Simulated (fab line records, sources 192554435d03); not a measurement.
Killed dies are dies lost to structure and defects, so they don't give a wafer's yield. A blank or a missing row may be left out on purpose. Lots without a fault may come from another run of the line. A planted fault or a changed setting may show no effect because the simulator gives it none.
Split-lot experiment | flow n5_finfet | 7 lots, 39 wafers read, on a route of 1938 steps

THE SPLIT
At N5_DUMMY_GATE_ETCH_32 (etches SiO2 in CF4, target depth 3.5 nm, time 3.9 s), the setting time_s was moved away from the recipe's 3.9 s on 18 of the 39 wafers read, by -22.4% to +21.8%. The other wafers ran this setting at the recipe's value.

The reading is taken at the split's own step.

THE READING
etch.depth_nm (the simulator's own value, which no gauge read), in nm, at N5_DUMMY_GATE_ETCH_32 (etches SiO2 in CF4, target depth 3.5 nm, time 3.9 s). The file gives no usual value for it. The 21 wafers here that ran the recipe average 3.474 nm, standard deviation 0.076 nm.

wafer  | tool, chamber at the split | time_s as run, s | against the recipe | etch.depth_nm, nm | against lot-mates on the recipe
L074.1 | rie_si-01, 1               | 3.9              | recipe             | 3.42              | -
L074.2 | rie_si-01, 2               | 4.708            | +20.7%             | 4.159             | +0.738
L074.3 | rie_si-01, 0               | 3.9              | recipe             | 3.328             | -
L074.4 | rie_si-01, 3               | 3.9              | recipe             | 3.516             | -
L074.5 | rie_si-01, 3               | 4.708            | +20.7%             | 4.241             | +0.820
L074.6 | rie_si-01, 2               | 4.708            | +20.7%             | 4.191             | +0.770
L075.1 | rie_si-01, 1               | 4.666            | +19.6%             | 4.076             | +0.661
L075.2 | rie_si-01, 0               | 4.666            | +19.6%             | 4.036             | +0.621
L075.3 | rie_si-01, 2               | 4.666            | +19.6%             | 4.162             | +0.747
L075.4 | rie_si-01, 2               | 3.9              | recipe             | 3.509             | -
L075.5 | rie_si-01, 1               | 3.9              | recipe             | 3.402             | -
L075.6 | rie_si-01, 0               | 3.9              | recipe             | 3.333             | -
L081.1 | rie_si-02, 3               | 3.028            | -22.4%             | 2.764             | -0.806
L081.2 | rie_si-02, 2               | 3.9              | recipe             | 3.555             | -
L081.3 | rie_si-02, 0               | 3.9              | recipe             | 3.565             | -
L081.4 | rie_si-02, 1               | 3.028            | -22.4%             | 2.651             | -0.919
L081.5 | rie_si-02, 0               | 3.028            | -22.4%             | 2.772             | -0.798
L081.6 | rie_si-02, 3               | 3.9              | recipe             | 3.59              | -
L080.1 | rie_si-01, 0               | 3.9              | recipe             | 3.358             | -
L080.2 | rie_si-01, 2               | 4.751            | +21.8%             | 4.271             | +0.839
L080.3 | rie_si-01, 3               | 4.751            | +21.8%             | 4.26              | +0.828
L080.4 | rie_si-01, 1               | 4.751            | +21.8%             | 4.178             | +0.746
L080.5 | rie_si-01, 1               | 3.9              | recipe             | 3.436             | -
L080.6 | rie_si-01, 2               | 3.9              | recipe             | 3.503             | -
L086.1 | rie_si-05, 0               | 3.9              | recipe             | 3.436             | -
L086.2 | rie_si-05, 2               | 4.46             | +14.4%             | 4.114             | +0.588
L086.3 | rie_si-05, 1               | 4.46             | +14.4%             | 4.079             | +0.553
L086.4 | rie_si-05, 3               | 4.46             | +14.4%             | 3.96              | +0.434
L086.5 | rie_si-05, 1               | 3.9              | recipe             | 3.545             | -
L086.6 | rie_si-05, 2               | 3.9              | recipe             | 3.598             | -
L091.1 | rie_si-01, 3               | 3.9              | recipe             | 3.495             | -
L091.4 | rie_si-01, 3               | 3.9              | recipe             | 3.504             | -
L091.5 | rie_si-01, 1               | 3.9              | recipe             | 3.421             | -
L097.1 | rie_si-01, 0               | 3.078            | -21.1%             | 2.646             | -0.831
L097.2 | rie_si-01, 3               | 3.9              | recipe             | 3.485             | -
L097.3 | rie_si-01, 2               | 3.9              | recipe             | 3.471             | -
L097.4 | rie_si-01, 1               | 3.9              | recipe             | 3.476             | -
L097.5 | rie_si-01, 3               | 3.078            | -21.1%             | 2.774             | -0.703
L097.6 | rie_si-01, 0               | 3.078            | -21.1%             | 2.639             | -0.838

THE FIT
A straight line over all 39 wafers: etch.depth_nm changes by +0.0349 nm for each +1% of time_s; r = +0.99; the points scatter about the line by 0.076 nm.
The same after taking each lot's own level away (the mean of its wafers on the recipe; 39 wafers): +0.0369 nm for each +1%; r = +0.99; scatter 0.057 nm.
On that fit, the largest move of time_s shifts the reading by 0.83 nm.
The lots' own levels span 3.4147 to 3.5700 nm, that is 2.0 times the standard deviation above.
So the lot-to-lot level changes the slope little: the two slopes agree.
Check: with one of the wafers moved furthest among these (-22.4%) left out of the fit, the line predicts -0.834 nm for it against its lot-mates. It came out at -0.806 nm against them.

OTHER SPLITS ON THESE WAFERS
These wafers also went through other splits before the reading. Each is held against what the fit with the lots' levels taken away leaves over:
other split on the same wafers  | wafers away from the commonest value | r with etch.depth_nm (lot level and that fit taken away)
N5_DUMMY_GATE_EXPOSE_12 dose_mj | 15                                   | +0.02

THE FILE'S OWN FIT
etch.depth_nm changes by +0.0368 nm for each +1% of time_s, r = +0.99.
